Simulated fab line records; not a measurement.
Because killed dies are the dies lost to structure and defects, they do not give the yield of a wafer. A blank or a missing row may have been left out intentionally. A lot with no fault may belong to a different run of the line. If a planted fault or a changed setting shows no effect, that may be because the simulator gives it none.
Struck lot and sound lot, side by side	flow nand_harc	11 steps out of a route of 1159
Sound: these wafers, L570.1, L570.5, L570.6. Wafers L582.2, L582.4, L582.6 were the ones struck. At the end, the cause is stated.
For every step that has rows: the tool of each side, followed by ch and its chambers, followed by its first start. Under that, the readings that differ: sound wafers	struck wafers	difference of the means	sigmas: that difference in standard deviations of wafers without a fault.
alike: same words and numbers on both sides, and readings whose means sit less than 2 such deviations apart. not compared: any withheld reading, any reading some wafer has no value for, any bound like >300 that may hide the same value, and any number with overlapping values for which the record gives no deviation.
Wherever a step has rows on one side only, a row that says differs or no value, or a row with sigmas, the two part there. Non-overlapping numbers with no deviation appear without sigmas and do not part them. Lack of a reading on every wafer of one side parts them only where that side has two or more wafers.

NHARC_A_WL_FILL_INSPECT_15:
  sound: defect_inspect-01 at day 17 18:08; struck: defect_inspect-02 at day 20 19:57
reading	sound	struck	difference	sigmas
raw_defect_count	538 792 861	339 237 189	-475	-3
NHARC_A_CONTACT_DEP_24: deposits SiO2, target thk 500 nm.
  sound on pecvd-01 ch 0,1,2, day 17 18:12; struck on pecvd-01 ch 0,1,2, day 20 20:02
  alike: chamber_pressure_Torr, heater_power_outer_w, heater_power_w, throttle_valve_pct
NHARC_A_CONTACT_DEP_28: deposits aC, target thk 3600 nm.
  sound on acl_dep-02 ch 0, day 17 18:49; struck on acl_dep-03 ch 0, day 20 21:07
  alike: throttle_valve_pct
NHARC_A_CONTACT_DEP_29: deposits SiON, target thk 70 nm.
  sound on pecvd-02 ch 0,1, day 17 21:01; struck on pecvd-02 ch 0,1,2, day 20 23:05
  alike: chamber_pressure_Torr, heater_power_outer_w, heater_power_w
then, 5 steps without rows for these wafers: NHARC_A_CONTACT_DEHYDRATE_32 (time 120 s); NHARC_A_CONTACT_HMDS_33 (time 30 s); NHARC_A_CONTACT_COAT_34 (time 75 s); NHARC_A_CONTACT_COAT_35 (time 65 s); NHARC_A_CONTACT_COAT_36 (resist thk 90 nm).
NHARC_A_CONTACT_SOFTBAKE_37: time 55 s.
  sound on litho_track-04 ch 0, day 17 21:00; struck on litho_track-04 ch 0, day 20 23:00
reading	sound	struck	difference	sigmas
heater_power_total_W (W)	188.72 188.34 188.35	315.12 314.67 314.47	+126.28	+99 or more
after that, 1 step had no rows for these wafers: NHARC_A_CONTACT_EBR_38.

== WHERE THEY PART ==
At NHARC_A_WL_FILL_INSPECT_15 first; at NHARC_A_CONTACT_SOFTBAKE_37 last (within this record only).

WHY: what the simulator had put in
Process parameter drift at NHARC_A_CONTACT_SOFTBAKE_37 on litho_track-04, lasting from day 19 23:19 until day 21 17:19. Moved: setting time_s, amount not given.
